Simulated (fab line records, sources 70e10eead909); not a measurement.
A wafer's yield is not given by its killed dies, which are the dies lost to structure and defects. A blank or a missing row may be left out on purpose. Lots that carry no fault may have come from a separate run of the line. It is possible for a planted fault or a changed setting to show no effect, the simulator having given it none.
Which tool was responsible? :: flow nandHarc :: 7 lots with 21 wafers sampled at 3 steps, on a route of 1159 steps

WHAT THE GAUGES SHOWED, per wafer
NHARC_A_ONON_D1_THK_MEAS_11: measures by ellipsometry.
lot: L637
measured: day 8 04:21
on: filmMetro-01
thkNm (nm): 998 1000 1001

lot: L640
measured: day 8 08:00
on: filmMetro-02
thkNm (nm): 985 983 986

lot: L648
measured: day 10 16:41
on: filmMetro-02
thkNm (nm): 1052 1052 1049

lot: L646
measured: day 11 06:11
on: filmMetro-01
thkNm (nm): 1040 1042 1042

lot: L651
measured: day 11 16:38
on: filmMetro-01
thkNm (nm): 997 998 997

lot: L655
measured: day 12 14:44
on: filmMetro-01
thkNm (nm): 1006 1006 1007

lot: L657
measured: day 13 16:44
on: filmMetro-02
thkNm (nm): 999 1000 1001

WHICH TOOL RAN EACH LOT (tool, then ch and the chambers of the sampled wafers, then the start)
lot: L637
NHARC_P_BONDPAD_PVD_17: pvdSputter-01, day 6 23:46 or earlier
NHARC_A_ONON_D1_DEP_09: pecvdOnon-03 ch 0, day 8 03:53

lot: L640
NHARC_P_BONDPAD_PVD_17: pvdSputter-02, day 7 09:06 or earlier
NHARC_A_ONON_D1_DEP_09: pecvdOnon-02 ch 0, day 8 07:29

lot: L648
NHARC_P_BONDPAD_PVD_17: pvdSputter-01, day 9 14:35 or earlier
NHARC_A_ONON_D1_DEP_09: pecvdOnon-01 ch 0, day 10 16:14

lot: L646
NHARC_P_BONDPAD_PVD_17: pvdSputter-01, day 10 03:49 or earlier
NHARC_A_ONON_D1_DEP_09: pecvdOnon-01 ch 0, day 11 05:40

lot: L651
NHARC_P_BONDPAD_PVD_17: pvdSputter-02, day 10 15:18 or earlier
NHARC_A_ONON_D1_DEP_09: pecvdOnon-02 ch 0, day 11 16:07

lot: L655
NHARC_P_BONDPAD_PVD_17: pvdSputter-02, day 11 13:19 or earlier
NHARC_A_ONON_D1_DEP_09: pecvdOnon-02 ch 0, day 12 14:13

lot: L657
NHARC_P_BONDPAD_PVD_17: pvdSputter-01, day 12 09:04 or earlier
NHARC_A_ONON_D1_DEP_09: pecvdOnon-01 ch 0, day 13 16:17
- NHARC_P_BONDPAD_PVD_17: deposits TaN, target thk 5 nm, time 8.06 s.
- NHARC_A_ONON_D1_DEP_09: target thk 1000 nm.

THE ANSWER, worked out from the rows above alone
Rule: what is usual is taken from the lots themselves. The widest of any qualifying gaps counts: lots, ordered by their means at a reading, are off when they make up no more than a third of the lots, leave a main group of 4 or more, and stand apart from it by 3 or more times the standard deviation of that group's means. If all means in a main group match to the digits the tables above print for the reading, that group is not used. A lot without any number at a reading at which 4 lots or more have one is off too. Where the step has rows for the other lots, those lots are counted as sound.
Off: L648, L646, at NHARC_A_ONON_D1_THK_MEAS_11 (thkNm). The main group has a mean of 998 nm with a standard deviation of 7.1.
A tool fits if, at a process step before that reading, it ran every lot that is off, and no sound lot after the first of them. Those tools and the gauges at NHARC_A_ONON_D1_THK_MEAS_11 are tried in the same way. NHARC_P_BONDPAD_PVD_17 gives no start for some lots, so the hours and the order of its lots are those of NHARC_P_BONDPAD_INSPECT_23. No candidate that was tried fits.

WHAT HAD BEEN PUT IN BY THE SIMULATOR
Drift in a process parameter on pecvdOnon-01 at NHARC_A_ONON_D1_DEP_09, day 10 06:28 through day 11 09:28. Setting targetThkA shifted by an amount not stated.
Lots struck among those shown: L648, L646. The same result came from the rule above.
